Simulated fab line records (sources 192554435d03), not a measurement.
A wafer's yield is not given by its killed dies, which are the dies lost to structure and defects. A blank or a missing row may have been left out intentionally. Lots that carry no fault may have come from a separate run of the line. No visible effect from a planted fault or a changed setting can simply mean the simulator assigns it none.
Matching of chambers + flow n5Finfet + aldMetal-01 running N5_HKMG_FIN_ALD_71: 4 sister chambers
The step deposits TiN, target thk 1 nm, pulse time 1 s, purge time 3 s. 8 wafers are shown with their chamber, then 7 later ones without.

EACH WAFER AND ITS CHAMBER
| wafer  | chamber | heaterPowerW (W) | precursorPulseHeightRel |
|--------|---------|------------------|-------------------------|
| L074.2 | 1       | 1082             | 1.008                   |
| L080.1 | 1       | 1082             | 0.983                   |
| L087.6 | 0       | 793              | 0.989                   |
| L088.1 | 0       | 809              | 1.009                   |
| L088.5 | 2       | 797              | 0.980                   |
| L088.6 | 3       | 831              | 0.993                   |
| L091.1 | 3       | 838              | 0.994                   |
| L091.2 | 2       | 805              | 0.981                   |

WAFERS MISSING THEIR CHAMBER
| wafer  | heaterPowerW (W) | precursorPulseHeightRel |
|--------|------------------|-------------------------|
| L091.4 | 801              | 0.987                   |
| L092.2 | 1120             | 1.000                   |
| L092.3 | 794              | 1.009                   |
| L092.4 | 836              | 0.974                   |
| L096.2 | 788              | 1.024                   |
| L096.3 | 804              | 1.058                   |
| L096.6 | 817              | 1.015                   |

THE CHAMBER EACH PASSED THROUGH
| wafer  | from the rows above          | in truth |
|--------|------------------------------|----------|
| L091.4 | can't be placed: 2 or 0      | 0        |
| L092.2 | 1                            | 1        |
| L092.3 | can't be placed: 0 or 2      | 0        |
| L092.4 | 3                            | 3        |
| L096.2 | can't be placed: 0 or 2      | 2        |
| L096.3 | can't be placed: 0 or 2      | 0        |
| L096.6 | can't be placed: 0 or 3 or 2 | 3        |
Placed correctly: 2 of 7. Can't be placed from these rows: 5 (the true chamber is among the candidates in 5). 0 placed wrongly.
How it was worked out, from the rows above alone: a wafer's distance from a chamber is the root of the sum, over the readings, of the square of ((its reading less the chamber's mean) divided by the reading's scatter). The wafer belongs to the nearest chamber; if the next one is less than 2 further off, it can't be placed. The mean given for a chamber averages the wafers shown for that chamber. The scatter: the root of (the sum of the squares of (reading less its chamber's mean) over the shown wafers, divided by (wafers less chambers)).
